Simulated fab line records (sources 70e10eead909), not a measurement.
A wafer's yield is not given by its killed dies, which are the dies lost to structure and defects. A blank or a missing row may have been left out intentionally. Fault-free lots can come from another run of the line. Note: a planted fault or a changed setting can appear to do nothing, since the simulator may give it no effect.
2 desks, one fault + flow nand harc + only its own numbers are on each desk; what lay behind them is given at the end

## FOR THE TOOL OWNER'S DESK: rie diel-09
The tool's own readings at NHARC_P_BONDPAD_ETCH_24 (etches the open film in CF4/N2, target depth 30 nm, time 72.99 s): means of the sampled wafers that have a number, for each lot that ran on this tool. The brackets show how far a lot's mean lies from the usual mean; more than 4 standard deviations puts the lot out of limits, marked OUT.
Columns: A = drypump motor current A at NHARC_P_BONDPAD_ETCH_24, usual 5.7 A; B = oes product au at NHARC_P_BONDPAD_ETCH_24, usual 1.004 a.u.; C = rf vpp V at NHARC_P_BONDPAD_ETCH_24, usual 315.0 V; D = run length s at NHARC_P_BONDPAD_ETCH_24, usual 94.5 s; E = showerhead plenum p Torr at NHARC_P_BONDPAD_ETCH_24, usual 2.67 Torr; F = throttle valve pct at NHARC_P_BONDPAD_ETCH_24, usual 19.794 %
| lot  | first seen here | A   | B     | C     | D              | E    | F      |
|------|-----------------|-----|-------|-------|----------------|------|--------|
| L121 | day 6 20:50     | 5.5 | 0.998 | 314.5 | 95.1           | 2.66 | 19.805 |
| L125 | day 7 06:15     | 5.7 | 1.003 | 316.2 | 95.1           | 2.73 | 19.788 |
| L129 | day 8 12:40     | 6.2 | 1.005 | 318.1 | 73.3 (-44) OUT | 2.82 | 19.775 |
| L130 | day 9 06:09     | 6.2 | 0.996 | 317.4 | 73.0 (-45) OUT | 2.82 | 19.782 |
Finding of this desk: L129, L130 out of limits; the first was L129 at day 8 12:40, on run length s at NHARC_P_BONDPAD_ETCH_24. L121, L125 stayed within limits.

## THE DEFECT DESK
For each lot, the counts of the inspections along the route, averaged over the sampled wafers that have a number. The brackets show how far a lot's mean lies from the usual mean; more than 4 standard deviations puts the lot out of limits, marked OUT.
Columns: A = raw defect count at NHARC_A_START_INSPECT_01, usual 3.6
| lot  | first seen here | A   |
|------|-----------------|-----|
| L122 | day 6 21:47     | 5.7 |
| L121 | day 6 23:23     | 5.0 |
| L125 | day 7 08:51     | 4.0 |
| L123 | day 7 09:15     | 3.7 |
| L129 | day 8 15:28     | 2.0 |
| L131 | day 8 21:51     | 4.0 |
| L130 | day 9 08:37     | 2.0 |
| L132 | day 9 20:14     | 4.7 |
| L137 | day 10 19:38    | 3.0 |
| L139 | day 11 03:27    | 3.7 |
| L143 | day 12 01:01    | 2.7 |
| L144 | day 12 05:04    | 4.7 |
This desk's finding: nothing out of limits on any of the 12 lots.

## TAKEN TOGETHER
At day 8 12:40, on L129, L130, the tool owner's desk was in a position to raise an alarm.
The defect desk saw nothing out of limits.
The defect desk has L129, L130 on record, within its limits.
Every lot named ran NHARC_P_BONDPAD_ETCH_24 on rie diel-09.

## WHAT THE SIMULATOR HAD PUT IN
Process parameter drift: rie diel-09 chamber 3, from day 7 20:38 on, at NHARC_P_BONDPAD_ETCH_24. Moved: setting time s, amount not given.
Lots struck among those shown: L129, L130.
Hours from the fault's start to each desk's first reading out of limits: the tool owner's desk, 16.
